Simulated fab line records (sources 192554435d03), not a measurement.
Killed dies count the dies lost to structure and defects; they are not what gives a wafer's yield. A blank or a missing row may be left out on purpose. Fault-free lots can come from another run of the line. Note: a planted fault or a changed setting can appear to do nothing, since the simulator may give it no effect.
Split-lot study -- flow n5-finfet -- route with 1938 steps; 7 lots, 21 wafers read

THE SPLIT ITSELF
At N5_BEOL_M5_COAT_05 (resist thk 30 nm), the setting spin-rpm was moved away from the recipe's 1500 rpm on 6 of the 21 wafers read, by -9.5% to +4.1%. All remaining wafers had this setting at the recipe value.

The reading comes from the split's own step.

THE READING
CAR-EUV_of_BEOL_M5_COAT_05.thk-nm (the simulator's own value, which no gauge read), in nm, at N5_BEOL_M5_COAT_05 (resist thk 30 nm). The file does not state a usual value for it. Here, 15 wafers ran the recipe; their average is 30.0 nm with a standard deviation of 0.13 nm.

wafer,"tool, chamber at the split","spin-rpm as run, rpm",against the recipe,"CAR-EUV_of_BEOL_M5_COAT_05.thk-nm, nm",against lot-mates on the recipe
L074.2,"litho-track-04, 0",1561,+4.1%,29.4,-0.6
L074.3,"litho-track-04, 0",1500,recipe,30,-
L074.5,"litho-track-04, 0",1500,recipe,30,-
L075.3,"litho-track-05, 0",1404,-6.4%,30.8,+1.0
L075.5,"litho-track-05, 0",1404,-6.4%,30.8,+1.0
L075.4,"litho-track-05, 0",1500,recipe,29.8,-
L078.1,"litho-track-05, 0",1500,recipe,29.8,-
L078.3,"litho-track-05, 0",1500,recipe,29.8,-
L078.4,"litho-track-05, 0",1500,recipe,29.8,-
L080.1,"litho-track-04, 0",1358,-9.5%,31.6,+1.6
L080.6,"litho-track-04, 0",1358,-9.5%,31.6,+1.6
L080.4,"litho-track-04, 0",1500,recipe,30,-
L086.3,"litho-track-05, 0",1500,recipe,30,-
L086.5,"litho-track-05, 0",1500,recipe,30,-
L086.6,"litho-track-05, 0",1500,recipe,30,-
L091.1,"litho-track-04, 0",1421,-5.3%,30.8,+0.9
L091.2,"litho-track-04, 0",1500,recipe,29.8,-
L091.4,"litho-track-04, 0",1500,recipe,30,-
L097.1,"litho-track-01, 0",1500,recipe,30.2,-
L097.5,"litho-track-01, 0",1500,recipe,30.2,-
L097.3,"litho-track-01, 0",1500,recipe,30,-

THE FIT
A straight line over all 21 wafers: CAR-EUV_of_BEOL_M5_COAT_05.thk-nm changes by -0.159 nm for each +1% of spin-rpm; r = -0.97; the points scatter about the line by 0.14 nm.
The same after taking each lot's own level away (the mean of its wafers on the recipe; 21 wafers): -0.164 nm for each +1%; r = -1.00; scatter 0.057 nm.
According to that fit, moving spin-rpm by its largest amount changes the reading by 1.6 nm.
From 29.80 to 30.13 nm: that is the span of the lots' own levels, equal to 2.6 times the standard deviation above.
Consequently the slope shifts little with the lot-to-lot level, the two slopes agreeing.
Check: for one of the wafers moved furthest among these (-9.5%), held out of the fit, the line's prediction against its lot-mates is +1.54 nm. Against them it came out at +1.6 nm.

OTHER SPLITS ON THESE WAFERS
Other splits were also applied to these wafers ahead of the reading. Each is held against what the fit with the lots' levels taken away leaves over:
other split on the same wafers,wafers away from the commonest value,r with CAR-EUV_of_BEOL_M5_COAT_05.thk-nm (lot level and that fit taken away)
N5_BEOL_M4_COAT_05 spin-rpm,6,+0.05

THE FILE'S OWN FIT
CAR-EUV_of_BEOL_M5_COAT_05.thk-nm changes by -0.164 nm for each +1% of spin-rpm, r = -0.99.
